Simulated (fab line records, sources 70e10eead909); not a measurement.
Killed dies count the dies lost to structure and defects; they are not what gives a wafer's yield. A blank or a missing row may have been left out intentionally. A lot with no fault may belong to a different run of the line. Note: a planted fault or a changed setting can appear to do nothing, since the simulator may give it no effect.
fab line records    flow nandHarc
record: lots: 5  wafers: 15  lastDay: 31
route steps=1302 shown A_CHANNEL_HOLE_D1@480 A_CHANNEL_FILL_D1@490 END@1302
lots with no fault: from the same line, run without faults
startH: the number of hours between the record's first day and the start of the first shown wafer of the lot    waitH: hours elapsed since this lot's preceding step    " same as the row above    L1.1+2: a single row standing in for several wafers    - either no value or no given start    * or withheld: withheld    < > ~ a bound
route shown NAME@n: a module of which the file shows steps, and the number in the route of the first    usual: mean and standard deviation over wafers with no fault    same: alike in all rows    chamber/n: place in a boat    sites: per-site readings    _std_site: how widely they spread, as a standard deviation    _edge_site: outer sites' mean less inner sites'    radiusMm: how far each site lies from the wafer's centre    mask NAME#n: copy n    behind: the last tool/chamber to shape the wafer    hold: cause of the lot's hold/its duration in hours/its outcome    device: the transistor (n, p or np) that didn't switch    end of line: tests of these same wafers at the route's end    a step with no rows: only its recipe    killed: not the wafer's yield, but the dies lost to structure and defects at the first sort    map: shows each die of a wafer: x if killed, . if not, _ if none is there
set.NAME: the setting the step ran with; set.NAME@STEP: the setting that earlier step ran with    model.NAME: the simulator's own value behind a step, which no gauge read
lots at some steps of the route; a table a step, a row a wafer
services: from which hour (startH, from the record's first day; less than 0 if before it) a tool's chamber was out of use, for how many hours, and why
== steps ==
step: NHARC_A_CHANNEL_HOLE_D1_STRIP_41
recipe: n2FlowSccm: 150  h2FlowSccm: 150  arFlowSccm: 0  biasW: 0  chemistry: N2/H2
step: NHARC_A_CHANNEL_HOLE_D1_STRIP_42
recipe: cf4FlowSccm: 100  chf3FlowSccm: 30  arFlowSccm: 0  biasW: 0  chemistry: CF4/CHF3
step: NHARC_A_CHANNEL_HOLE_D1_STRIP_43
recipe: o2FlowSccm: 400  cosFlowSccm: 20  arFlowSccm: 0  biasW: 0  chemistry: O2/COS
step: NHARC_A_CHANNEL_HOLE_D1_ETCH_44
recipe: targetDepthA: 1400  overetchA: 140  timeS: 77  ionEnergyEv: 100  cf4FlowSccm: 80  o2FlowSccm: 20  arFlowSccm: 0  rfW: 300  biasW: 100  chemistry: CF4/O2
usual: drypumpMotorCurrentA: 5.9/0.35  oes_ar_750_au: 1.001/0.0048  oesProductAu: 1.001/0.0083  rfVppV: 197.6/1.3  showerheadPlenumPTorr: 1.33/0.049  throttleValvePct: 13.397/0.0087
same: timeS: 77
lot.wafer  tool        chamber  startH  waitH  drypumpMotorCurrentA  oes_ar_750_au  oesProductAu  rfHoursCounterH  rfVppV  showerheadPlenumPTorr  throttleValvePct
L920.1     rieDiel-06  3        189.55  0.1    6.5                   1.004          0.995         4                195.7   1.31                   13.399
L920.5     "           3        "       "      6.5                   0.997          0.996         -                196.6   1.31                   13.390
L920.4     "           0        "       "      6.0                   1.001          1.000         -                197.7   1.32                   13.373
L925.3     rieDiel-06  2        238.12  0.1    5.8                   1.002          0.998         8                197.4   1.28                   13.394
L925.2     "           3        "       "      6.6                   1.000          0.996         9                197.1   1.31                   13.399
L925.4     "           1        "       "      5.6                   0.998          1.011         8                199.3   1.40                   13.408
L930.2     rieDiel-06  3        278.81  0.1    6.5                   1.000          0.996         12               198.4   1.31                   13.407
L930.1     "           0        "       "      6.0                   0.998          1.001         12               196.9   1.32                   13.411
L930.4     "           1        "       "      5.6                   0.994          1.011         12               199.0   1.40                   13.402
L938.4     rieDiel-06  2        362.17  0.1    5.8                   1.005          1.007         5                196.7   1.28                   13.394
L938.3     "           3        "       "      6.5                   1.002          0.990         4                197.0   1.31                   13.400
L938.2     "           0        "       "      5.9                   0.997          0.981         4                196.9   1.32                   13.383
L939.4     rieDiel-05  2        377.81  0.1    6.1                   1.001          0.998         39               200.2   1.42                   13.390
L939.2     "           3        "       "      5.9                   1.002          0.991         41               198.3   1.37                   13.383
L939.5     "           1        "       "      6.0                   1.001          0.995         -                194.9   1.27                   13.402
step: NHARC_A_CHANNEL_HOLE_D1_STRIP_27
recipe: o2FlowSccm: 500  arFlowSccm: 0  biasW: 0  chemistry: O2
usual: drypumpMotorCurrentA: 6.0/0.35  oesProductAu: 1.002/0.01  rfVppV: 57.7/0.77  showerheadPlenumPTorr: 3.51/0.13  throttleValvePct: 17.037/0.0089
lot.wafer  tool        chamber  startH  waitH  drypumpMotorCurrentA  oesProductAu  rfHoursCounterH  rfVppV  showerheadPlenumPTorr  throttleValvePct
L920.1     rieDiel-06  0        -       -      6.0                   0.988         4                57.9    3.49                   17.040
L920.5     "           3        "       "      6.5                   1.006         -                58.3    3.48                   17.035
L920.4     "           1        "       "      5.6                   1.024         -                57.4    3.69                   17.039
L925.2     rieDiel-06  1        -       -      5.6                   1.004         8                57.6    3.69                   17.039
L925.4     "           2        "       "      5.8                   1.003         8                57.5    3.40                   17.032
L925.3     "           3        "       "      6.6                   0.986         9                56.9    3.47                   17.037
L930.2     rieDiel-06  0        -       -      6.0                   1.014         13               58.6    3.48                   17.035
L930.4     "           2        "       "      5.8                   1.006         12               57.4    3.39                   17.040
L930.1     "           3        "       "      6.6                   0.995         12               57.3    3.47                   17.029
L938.3     rieDiel-06  3        -       -      6.6                   1.000         4                57.1    3.47                   17.040
L938.2     "           0        "       "      6.0                   0.969         4                56.8    3.48                   17.034
L938.4     "           1        "       "      5.6                   0.986         5                58.0    3.68                   17.037
L939.4     rieDiel-05  1        -       -      6.0                   0.990         38               57.1    3.36                   17.035
L939.2     "           0        "       "      5.9                   0.995         38               57.8    3.33                   17.055
L939.5     "           1        "       "      6.1                   0.997         -                58.0    3.36                   17.029
step: NHARC_A_CHANNEL_HOLE_D1_PRECLEAN_28
recipe: timeS: *  tempC: 50  bathAgeMin: 0  chemistry: SC1
step: NHARC_A_CHANNEL_HOLE_D1_SRD_29
step: NHARC_A_CHANNEL_HOLE_D1_CD_MEAS_30
usual: cdNm: 89.8/1.3
lot.wafer  tool      chamber  startH  waitH  cdNm
L920.1     cdSem-02  -        190.48  -      89.1
L920.4     "         -        "       "      87.2
L920.5     "         -        "       "      89.4
L925.2     cdSem-01  -        238.96  0.1    90.6
L925.3     "         -        "       "      90.0
L925.4     "         -        "       "      87.4
L930.1     cdSem-02  -        279.60  -      89.9
L930.2     "         -        "       "      91.9
L930.4     "         -        "       "      89.1
L938.2     cdSem-03  -        362.96  -      90.6
L938.3     "         -        "       "      90.1
L938.4     "         -        "       "      91.9
L939.2     cdSem-02  -        378.60  -      90.1
L939.4     "         -        "       "      90.9
L939.5     "         -        "       "      90.7
step: NHARC_A_CHANNEL_HOLE_D1_XSEM_31
recipe: landingEnergyEv: 35000
usual: botCdNm: 74.3/1.4  bowNm: 8.7/0.33  tiltDeg: 0.08/0.048
lot.wafer  tool     chamber  startH  waitH  botCdNm  bowNm  tiltDeg
L920.1     xsem-01  0        190.57  0.1    73.2     8.6    0.02
L920.4     "        0        "       "      71.3     8.5    0.02
L920.5     "        0        "       "      72.9     8.7    0.02
L925.2     xsem-02  0        239.05  0.1    74.8     8.0    0.09
L925.3     "        0        "       "      74.4     7.9    0.09
L925.4     "        0        "       "      72.2     7.9    0.09
L930.1     xsem-02  0        279.69  0.1    74.9     9.3    0.03
L930.2     "        0        "       "      76.6     9.3    0.03
L930.4     "        0        "       "      74.3     9.3    0.03
L938.2     xsem-01  0        363.04  0.1    73.8     8.6    0.06
L938.3     "        0        "       "      73.0     8.6    0.06
L938.4     "        0        "       "      75.7     8.6    0.06
L939.2     xsem-02  0        378.69  0.1    75.5     9.0    0.04
L939.4     "        0        "       "      75.9     9.1    0.04
L939.5     "        0        "       "      75.3     8.9    0.04
step: NHARC_A_CHANNEL_HOLE_D1_INSPECT_40
usual: rawDefectCount: 71/23
lot.wafer  tool              chamber  startH  waitH  rawDefectCount
L920.1     defectInspect-02  -        190.66  -      48
L920.4     "                 -        "       "      56
L920.5     "                 -        "       "      59
L925.2     defectInspect-02  -        239.14  -      21
L925.3     "                 -        "       "      31
L925.4     "                 -        "       "      44
L930.1     defectInspect-02  -        279.79  -      65
L930.2     "                 -        "       "      50
L930.4     "                 -        "       "      59
L938.2     defectInspect-02  -        363.14  -      64
L938.3     "                 -        "       "      75
L938.4     "                 -        "       "      56
L939.2     defectInspect-02  -        378.79  -      80
L939.4     "                 -        "       "      107
L939.5     "                 -        "       "      96
step: NHARC_A_CHANNEL_FILL_D1_PRECLEAN_00
recipe: timeS: *  tempC: 50  bathAgeMin: 0  chemistry: SC1
step: NHARC_A_CHANNEL_FILL_D1_SRD_01
step: NHARC_A_CHANNEL_FILL_D1_ALD_02
recipe: targetThkA: 60  pulseTimeS: 10  aldCycles: 60  tempC: 300  material: SiO2
usual: aldCycles: 60/0  heaterPowerW: 486/34  precursorPulseHeightRel: 1.000/0.021
lot.wafer  tool      chamber  startH  waitH  aldCycles  heaterPowerW  precursorPulseHeightRel
L920.1     aldHk-02  3        191.42  -      60         508           1.001
L920.4     "         1        "       "      60         549           0.988
L920.5     "         2        "       "      60         442           0.969
L925.3     aldHk-02  2        239.33  -      60         432           0.988
L925.2     "         0        "       "      60         465           1.006
L925.4     "         1        "       "      60         555           1.011
L930.4     aldHk-02  0        279.98  -      65         478           0.982
L930.2     "         1        "       "      60         559           1.017
L930.1     "         3        "       "      60         516           1.013
L938.4     aldHk-04  1        363.41  -      60         502           0.970
L938.2     "         2        "       "      60         523           0.992
L938.3     "         3        "       "      60         449           0.998
L939.2     aldHk-01  1        381.61  -      60         497           1.023
L939.4     "         2        "       "      60         434           0.993
L939.5     "         0        "       "      60         479           0.986
step: NHARC_A_CHANNEL_FILL_D1_ALD_03
recipe: targetThkA: 60  pulseTimeS: 60  aldCycles: 58  tempC: 630  pressureTorr: 2  material: SiNx
usual: aldCycles: 58/0  precursorPulseHeightRel: 0.997/0.019
lot.wafer  tool            chamber  startH  waitH  aldCycles  precursorPulseHeightRel
L920.1     aldSinBatch-03  0        -       -      58         0.963
L920.4     "               0        "       "      58         0.986
L920.5     "               0        "       "      58         1.004
L925.2     aldSinBatch-01  0        -       -      58         1.011
L925.3     "               0        "       "      58         1.003
L925.4     "               0        "       "      58         1.033
L930.1     aldSinBatch-03  0        -       -      58         1.018
L930.2     "               0        "       "      58         1.025
L930.4     "               0        "       "      58         0.977
L938.2     aldSinBatch-02  0        -       -      58         1.005
L938.3     "               0        "       "      58         0.961
L938.4     "               0        "       "      58         0.953
L939.2     aldSinBatch-01  0        385.80  3.9    58         1.002
L939.4     "               0        "       "      58         0.994
L939.5     "               0        "       "      58         0.976
step: NHARC_END_SORT_01
recipe: tempC: 25
usual: killedAtArray: 54/18  killedAtOther: 0.7/0.87  killedAtPeriphery: 3.7/2.5  killedDies: 59/19  killedOpen: 3.3/2  killedShort: 2.6/1.6
same: grossDies: 677
lot.wafer  tool       chamber  startH  waitH  killedAtArray  killedAtOther  killedAtPeriphery  killedDies  killedOpen  killedShort
L925.2     prober-02  0        646.02  2.8    50             0              2                  52          2           2
L925.3     prober-02  0        646.82  3.1    49             1              2                  52          4           0
L925.4     prober-02  0        647.61  3.4    40             1              1                  42          1           2
L939.2     prober-01  0        742.49  2.8    87             0              1                  88          4           5
L939.4     prober-01  0        744.10  3.4    66             1              4                  71          4           2
L939.5     prober-01  0        744.91  3.7    78             0              3                  81          4           1
killed by level:class
L925.2 A_CHANNEL_HOLE_D2:chamberFilmFlake=27 A_STAIRCASE:chamberFilmFlake=8 A_CONTACT:chamberFilmFlake=4 A_CHANNEL_HOLE_D1:chamberFilmFlake=3 A_DECK1_JOINT:chamberFilmFlake=2 A_WL_FILL:chamberFilmFlake=2 P_M2:geometricParticle:open=1 A_ONON_D2:geometricParticle:short=1
L925.3 A_CHANNEL_HOLE_D2:chamberFilmFlake=26 A_CHANNEL_HOLE_D1:chamberFilmFlake=4 A_STAIRCASE:chamberFilmFlake=4 A_WL_FILL:chamberFilmFlake=4 A_SLIT:chamberFilmFlake=3 A_CONTACT:chamberFilmFlake=2 P_M1:geometricParticle:open=1 A_ONON_D2:geometricParticle:open=1
L925.4 A_CHANNEL_HOLE_D2:chamberFilmFlake=22 A_STAIRCASE:chamberFilmFlake=5 A_CHANNEL_FILL_D1:chamberFilmFlake=3 A_DECK1_JOINT:chamberFilmFlake=3 A_CHANNEL_HOLE_D1:chamberFilmFlake=2 A_CONTACT:chamberFilmFlake=2 P_M0:geometricParticle:open=1 A_WL_FILL:geometricParticle:short=1
L939.2 A_CHANNEL_HOLE_D1:chamberFilmFlake=31 A_SLIT:chamberFilmFlake=30 A_CHANNEL_FILL_D1:chamberFilmFlake=6 A_CONTACT:chamberFilmFlake=6 A_CHANNEL_FILL_D2:geometricParticle:short=3 A_CHANNEL_FILL_D2:chamberFilmFlake=2 A_CHANNEL_HOLE_D1:geometricParticle:open=1 A_CHANNEL_FILL_D1:geometricParticle:short=1
L939.4 A_SLIT:chamberFilmFlake=24 A_CHANNEL_HOLE_D1:chamberFilmFlake=23 A_CONTACT:chamberFilmFlake=5 A_CHANNEL_FILL_D1:chamberFilmFlake=3 A_DECK1_JOINT:geometricParticle:open=2 P_CONTACT:chamberFilmFlake=2 A_CHANNEL_FILL_D2:chamberFilmFlake=2 A_M1:chamberFilmFlake=2
L939.5 A_SLIT:chamberFilmFlake=34 A_CHANNEL_HOLE_D1:chamberFilmFlake=28 A_CONTACT:chamberFilmFlake=7 A_DECK1_JOINT:geometricParticle:open=2 A_CHANNEL_FILL_D1:chamberFilmFlake=2 P_CONTACT:geometricParticle:open=1 A_CHANNEL_FILL_D1:geometricParticle:short=1 A_SGD_CUT:geometricParticle:open=1
== services ==
tool            chamber  startH  hours  kind
rieDiel-05      0        172.33  6.0    repair
aldHk-02        -        175.11  10.0   pm
aldHk-04        -        176.01  0.7    repair
rieDiel-06      2        187.04  6.6    repair
rieDiel-06      0        188.35  -      clean
rieDiel-06      1        188.35  -      clean
rieDiel-06      3        188.35  -      clean
rieDiel-06      0        212.85  -      clean
rieDiel-06      1        212.85  -      clean
rieDiel-06      2        212.85  -      clean
rieDiel-06      3        212.85  -      clean
rieDiel-06      3        224.66  6.1    repair
rieDiel-05      -        229.76  9.0    pm
aldHk-04        -        255.25  10.0   pm
aldSinBatch-02  -        269.13  26.0   pm
rieDiel-05      2        274.22  6.2    repair
rieDiel-05      1        277.89  1.8    repair
aldHk-01        -        296.00  10.0   pm
rieDiel-05      0        296.74  6.2    repair
rieDiel-06      -        307.35  9.0    pm
aldHk-02        -        314.64  0.2    repair
aldHk-01        -        354.99  1.4    repair
xsem-01         -        374.00  14.0   pm
rieDiel-06      2        385.34  11.2   repair
== key ==
firstSign: step: NHARC_A_CHANNEL_FILL_D1_ALD_02  reading: aldCycles  direction: up  sigmas: 99+  usual: 60  struck: 65
effect none on later readings
metAt NHARC_A_CHANNEL_FILL_D1_ALD_02
struckWafers L930.4
testerLeftOut L930
onsetBetween 239.33 279.98
fault: kind: processParameterDrift  tool: aldHk-02  chamber: 0  onsetH: 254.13  steps: NHARC_A_CHANNEL_FILL_D1_ALD_02  channel: aldCycles  offset: 5  shape: step  endH: 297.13  actsIn: theseRecipesOnly  stated: 60
testerLeftOut: of these lots the tester's yield and bins aren't shown, on N5 and GAA mostly nor the transistor test; their killed dies are dies lost to structure and defects alone, not to doping, threshold or leakage, so they don't give the yield
